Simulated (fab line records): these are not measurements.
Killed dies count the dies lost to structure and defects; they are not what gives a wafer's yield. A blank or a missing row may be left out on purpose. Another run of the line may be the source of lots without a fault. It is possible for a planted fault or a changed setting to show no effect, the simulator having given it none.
8D (eight disciplines) problem report, filled in by code | flow nand-harc | the parts of the form that need people (team, actions taken, sign-off) are left out

== 1. WHAT WENT WRONG ==
Mean of oes-product-au at NHARC_A_WL_FILL_ETCHBACK_17: 0.823 a.u. across 2 wafers in 2 lots; on wafers with no fault it is 1.001 a.u. (standard deviation 0.0071). Relative to the usual mean, that is a shift of -25 standard deviations.
The step: etches the open film in Cl2/BCl3, target depth 4 nm, time 26.7 s.
Earliest sighting: wafer L575.1 on rie-metal-01 at day 28 13:26. The record has a number at this step for 40 wafers belonging to 14 lots. Rule for "out", or "out of limits": more than 4 standard deviations from the usual mean. Any other wafer with a number is counted as sound.

== 2. WHAT THIS IS AND IS NOT ==
question                    | is                | is not
which readings at this step | oes-product-au    | drypump-motor-current-A
which lots                  | L575, L578        | L557, L558, L560, L561, L563, L564, L565, L566, L567, L568, L569, L572
which wafers of those lots  | L575.1, L578.3    | L575.6, L578.6
read on which tools         | rie-metal-01      | rie-metal-02, rie-metal-03
when                        | from day 28 13:26 | up to then (37 sound wafers); but 1 sound wafer of L578 came after

== 3. SUSPECTS, AND WHAT RULES EACH OUT ==
Counting: if a tool at a process step up to the reading ran every lot that is out, it stays a suspect. Sound lots after the first of them don't rule it out here, since some wafers of a struck lot are sound.
- rie-metal-01 at NHARC_A_WL_FILL_ETCHBACK_17 (etches the open film in Cl2/BCl3, target depth 4 nm, time 26.7 s): kept. It processed each lot that is out (first: L575, day 28 13:26); up to then, its last sound lot is L566 (day 24 12:14). On those wafers its own readings are out: oes-product-au.
Left after counting: rie-metal-01 at NHARC_A_WL_FILL_ETCHBACK_17.

== 4. THE CAUSE (what the simulator had put in) ==
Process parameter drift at NHARC_A_WL_FILL_ETCHBACK_17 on rie-metal-01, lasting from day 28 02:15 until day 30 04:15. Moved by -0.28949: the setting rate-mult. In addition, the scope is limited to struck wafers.
Only this tool survived the counting.

== 5. THE EFFECT CHAIN, in route order ==
Each row: a reading whose mean over the struck wafers that have a number lies more than 3 standard deviations from the usual. Readings are gone through only where the record gives a usual standard deviation; hours: the median, over the lots, of the time from a lot's start at the first step in this table giving one to that lot's start at this step; sigmas: the change measured in usual standard deviations.
hours | step                        | reading        | usual      | on struck wafers | change | sigmas
0     | NHARC_A_WL_FILL_ETCHBACK_17 | oes-product-au | 1.001 a.u. | 0.823            | -0.178 | -25
It contains these process steps:
- NHARC_A_WL_FILL_ETCHBACK_17: etches the open film in Cl2/BCl3, target depth 4 nm, time 26.7 s.
Later measuring or inspecting steps at which every struck wafer that the step has a row for has a number for every such reading, and none has moved that far: NHARC_A_WL_FILL_INSPECT_15.

== 6. WHAT WOULD HAVE CAUGHT IT SOONER ==
11 hours passed between the start of the fault at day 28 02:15 and the first reading out of limits in this record, taken at day 28 13:26.
